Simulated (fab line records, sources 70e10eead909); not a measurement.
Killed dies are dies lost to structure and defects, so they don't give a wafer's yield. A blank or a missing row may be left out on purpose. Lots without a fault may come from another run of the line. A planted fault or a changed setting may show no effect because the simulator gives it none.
Chamber matching | flow nand_harc | NHARC_P_M2_CMP_23 on cmp-03: 4 sister chambers
The step polishes, t overpolish 20 s, target thk 144.3 nm. 4 wafers are shown with their chamber, then 8 later ones without.

WAFERS WITH THEIR CHAMBER
wafer  | chamber | motor_current_A (A)
L085.3 | 3       | 12.2
L089.2 | 1       | 13.3
L089.4 | 0       | 13.4
L088.1 | 2       | 10.4

WAFERS WITHOUT THEIR CHAMBER
wafer  | motor_current_A (A)
L088.4 | 12.6
L088.6 | 13.0
L095.1 | 13.4
L095.3 | 12.3
L095.4 | 10.2
L097.2 | 10.2
L097.4 | 12.8
L097.5 | 10.7

WHICH CHAMBER EACH WENT THROUGH
wafer  | from the rows above          | in truth
L088.4 | can't be placed: 3 or 1 or 0 | 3
L088.6 | can't be placed: 1 or 0 or 3 | 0
L095.1 | can't be placed: 0 or 1      | 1
L095.3 | 3                            | 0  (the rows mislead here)
L095.4 | 2                            | 2
L097.2 | 2                            | 2
L097.4 | can't be placed: 1 or 0 or 3 | 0
L097.5 | 2                            | 2
Placed correctly: 3 of 8. Can't be placed from these rows: 4 (the true chamber is among the candidates in 4). Placed wrongly: 1.
How it was worked out, from the rows above alone: a wafer's distance from a chamber is the root of the sum, over the readings, of the square of ((its reading less the chamber's mean) divided by the reading's scatter). The wafer belongs to the nearest chamber; if the next one is less than 2 further off, it can't be placed. A chamber's mean is the mean of its shown wafers. The scatter: with one shown wafer a chamber, the root of the mean of the squares of how far each hidden wafer lies from its nearest shown one.
